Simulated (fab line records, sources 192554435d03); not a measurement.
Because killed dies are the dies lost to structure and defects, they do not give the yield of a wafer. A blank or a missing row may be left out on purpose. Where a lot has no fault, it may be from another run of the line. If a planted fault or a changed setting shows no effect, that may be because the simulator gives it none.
Split-lot trial | flow n5 finfet | 39 wafers read from 7 lots, route of 1938 steps

== THE SPLIT ==
At N5_SD_EPI_N_DESCUM_14 (chemistry O2, time 7.9 s), the setting time s was moved away from the recipe's 7.9 s on 15 of the 39 wafers read, by -51.0% to +21.1%. For the rest of the wafers, this setting stayed at what the recipe calls for.

Reading taken at the split's own step.

== THE READING ==
CAR-ArF-block_of_SD_EPI_N_COAT_03.thk nm (the simulator's own value, which no gauge read), in nm, at N5_SD_EPI_N_DESCUM_14 (chemistry O2, time 7.9 s). There is no usual value for it anywhere in the file. Here, 24 wafers ran the recipe; their average is 143.6 nm with a standard deviation of 0.47 nm.

wafer  | tool, chamber at the split | time s as run, s | against the recipe | CAR-ArF-block_of_SD_EPI_N_COAT_03.thk nm, nm | against lot-mates on the recipe
L074.3 | rie diel-02, 3,0           | 7.9              | recipe             | 143.4                                        | -
L074.6 | rie diel-02, 3,0           | 7.9              | recipe             | 143.4                                        | -
L074.4 | rie diel-02, 1             | 7.9              | recipe             | 143.2                                        | -
L077.1 | rie diel-05, 1             | 6.031            | -23.7%             | 144.6                                        | +1.1
L077.2 | rie diel-05, 2             | 6.031            | -23.7%             | 144.4                                        | +0.9
L077.6 | rie diel-05, 2             | 6.031            | -23.7%             | 144.4                                        | +0.9
L077.3 | rie diel-05, 0             | 7.9              | recipe             | 143.4                                        | -
L077.5 | rie diel-05, 0             | 7.9              | recipe             | 143.4                                        | -
L077.4 | rie diel-05, 1             | 7.9              | recipe             | 143.6                                        | -
L079.1 | rie diel-04, 0,1           | 7.9              | recipe             | 143.4                                        | -
L079.4 | rie diel-04, 0,1           | 7.9              | recipe             | 143.4                                        | -
L079.2 | rie diel-04, 2,3           | 7.9              | recipe             | 143                                          | -
L079.3 | rie diel-04, 2,3           | 7.9              | recipe             | 143                                          | -
L079.5 | rie diel-04, 3             | 7.9              | recipe             | 143.6                                        | -
L079.6 | rie diel-04, 2             | 7.9              | recipe             | 143.8                                        | -
L080.1 | rie diel-02, 1             | 7.9              | recipe             | 143                                          | -
L080.2 | rie diel-02, 2             | 9.567            | +21.1%             | 142.2                                        | -1.1
L080.3 | rie diel-02, 3,1           | 9.567            | +21.1%             | 142.6                                        | -0.7
L080.5 | rie diel-02, 3,1           | 9.567            | +21.1%             | 142.6                                        | -0.7
L080.4 | rie diel-02, 0             | 7.9              | recipe             | 143.6                                        | -
L080.6 | rie diel-02, 0             | 7.9              | recipe             | 143.4                                        | -
L081.1 | rie diel-04, 1             | 9.104            | +15.2%             | 142.4                                        | -0.9
L081.2 | rie diel-04, 2             | 9.104            | +15.2%             | 142.6                                        | -0.7
L081.3 | rie diel-04, 0             | 7.9              | recipe             | 143.2                                        | -
L081.4 | rie diel-04, 3             | 7.9              | recipe             | 143.4                                        | -
L081.6 | rie diel-04, 3             | 7.9              | recipe             | 143.4                                        | -
L081.5 | rie diel-04, 0             | 9.104            | +15.2%             | 142.8                                        | -0.5
L083.1 | rie diel-02, 3             | 4.819            | -39.0%             | 145.6                                        | +1.7
L083.2 | rie diel-02, 2,0           | 7.9              | recipe             | 144                                          | -
L083.4 | rie diel-02, 2,0           | 7.9              | recipe             | 144                                          | -
L083.3 | rie diel-02, 1             | 4.819            | -39.0%             | 145.8                                        | +1.9
L083.5 | rie diel-02, 0             | 7.9              | recipe             | 143.8                                        | -
L083.6 | rie diel-02, 3             | 4.819            | -39.0%             | 146                                          | +2.1
L089.1 | rie diel-04, 3             | 7.9              | recipe             | 144.4                                        | -
L089.2 | rie diel-04, 2             | 7.9              | recipe             | 144.6                                        | -
L089.3 | rie diel-04, 0             | 3.869            | -51.0%             | 146.4                                        | +1.8
L089.4 | rie diel-04, 1             | 7.9              | recipe             | 144.8                                        | -
L089.5 | rie diel-04, 1             | 3.869            | -51.0%             | 146.8                                        | +2.2
L089.6 | rie diel-04, 2             | 3.869            | -51.0%             | 147.2                                        | +2.6
The file does not say which wafer passed through which chamber wherever a row lists several chambers: such a row stands for several wafers.

FIT RESULTS
A straight line over all 39 wafers: CAR-ArF-block_of_SD_EPI_N_COAT_03.thk nm changes by -0.0581 nm for each +1% of time s; r = -0.94; the points scatter about the line by 0.43 nm.
The same after taking each lot's own level away (the mean of its wafers on the recipe; 39 wafers): -0.0444 nm for each +1%; r = -0.97; scatter 0.21 nm.
That fit puts the effect of the largest move of time s on the reading at 2.3 nm.
Measured against the standard deviation above, the lots' own levels, which go from 143.33 to 144.60 nm, span 2.7 times it.
Hence the slope depends on the lot-to-lot level, as the two fits are not the same.
Check: with one of the wafers moved furthest among these (-51.0%) left out of the fit, the line predicts +2.36 nm for it against its lot-mates. It came out at +1.8 nm against them.

== FURTHER SPLITS ON THESE WAFERS ==
These wafers also went through other splits before the reading. Each is held against what the fit with the lots' levels taken away leaves over:
other split on the same wafers        | wafers away from the commonest value | r with CAR-ArF-block_of_SD_EPI_N_COAT_03.thk nm (lot level and that fit taken away)
N5_FIN_SAQP_DEVELOP_15 develop time s | 12                                   | +0.14

== FILE'S OWN FIT ==
CAR-ArF-block_of_SD_EPI_N_COAT_03.thk nm changes by -0.0444 nm for each +1% of time s, r = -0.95.
